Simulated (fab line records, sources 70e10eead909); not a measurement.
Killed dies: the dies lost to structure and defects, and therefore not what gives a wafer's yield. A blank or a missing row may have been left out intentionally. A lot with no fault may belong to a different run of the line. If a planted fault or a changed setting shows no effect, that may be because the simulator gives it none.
What tool caused it?	flow nand-harc	6 lots, 17 wafers sampled, at 3 steps of a route of 1302

## WHAT THE GAUGES READ, wafer by wafer
NHARC_P_GATE_CD_MEAS_26: the cd target is 120 nm.
lot	measured	on	cd-nm (nm)
L570	day 5 16:59	cd-sem-02	121.1 120.4 120.8
L573	day 6 13:23	cd-sem-03	119.5 120.3 119.6
L575	day 7 11:10	cd-sem-03	120.0 119.5 120.0
L577	day 8 13:55	cd-sem-03	120.9 120.9 121.2
L582	day 11 05:25	cd-sem-01	119.9 119.3 119.6
L588	day 12 16:46	cd-sem-02	108.2 119.7

## WHICH TOOL RAN EACH LOT (tool, then ch and the chambers of the sampled wafers, then the start)
lot	NHARC_P_ZERO_WELL_RTA_42	NHARC_P_GATE_PEB_24
L570	rtp-anneal-02 ch 0, day 2 13:10	litho-track-01 ch 0, day 5 16:54
L573	rtp-anneal-01 ch 0, day 3 19:07	litho-track-06 ch 0, day 6 13:18
L575	rtp-anneal-01 ch 0, day 4 14:56	litho-track-06 ch 0, day 7 11:05
L577	rtp-anneal-02 ch 0, day 5 11:06	litho-track-04 ch 0, day 8 13:50
L582	rtp-anneal-01 ch 0, day 7 13:05	litho-track-01 ch 0, day 11 05:20
L588	rtp-anneal-01 ch 0, day 10 00:38	litho-track-01 ch 0, day 12 16:41
- NHARC_P_ZERO_WELL_RTA_42: time 300 s.
- NHARC_P_GATE_PEB_24: peb time 65 s.

## THE ANSWER, worked out from the rows above alone
Rule: the lots themselves supply what counts as usual. Put in order of their means at a reading, lots are off if they are a third of the lots or fewer, leave a main group of 4 or more, and stand apart from it by a gap of 3 or more times the standard deviation of the main group's means; of several such gaps the widest counts. If all means in a main group match to the digits the tables above print for the reading, that group is not used. Also off: a lot with no number at a reading for which 4 or more lots have one. The other lots that the step has rows for count as sound.
Off at NHARC_P_GATE_CD_MEAS_26 (cd-nm): L588. The main group has a mean of 120.2 nm with a standard deviation of 0.57.
A tool fits if, at a process step before that reading, it ran every lot that is off, and no sound lot after the first of them. Those tools and the gauges at NHARC_P_GATE_CD_MEAS_26 are tried in the same way. Can't be told from this: 3 tools fit, rtp-anneal-01 at NHARC_P_ZERO_WELL_RTA_42, litho-track-01 at NHARC_P_GATE_PEB_24, cd-sem-02 at NHARC_P_GATE_CD_MEAS_26.

## WHAT THE SIMULATOR PUT IN
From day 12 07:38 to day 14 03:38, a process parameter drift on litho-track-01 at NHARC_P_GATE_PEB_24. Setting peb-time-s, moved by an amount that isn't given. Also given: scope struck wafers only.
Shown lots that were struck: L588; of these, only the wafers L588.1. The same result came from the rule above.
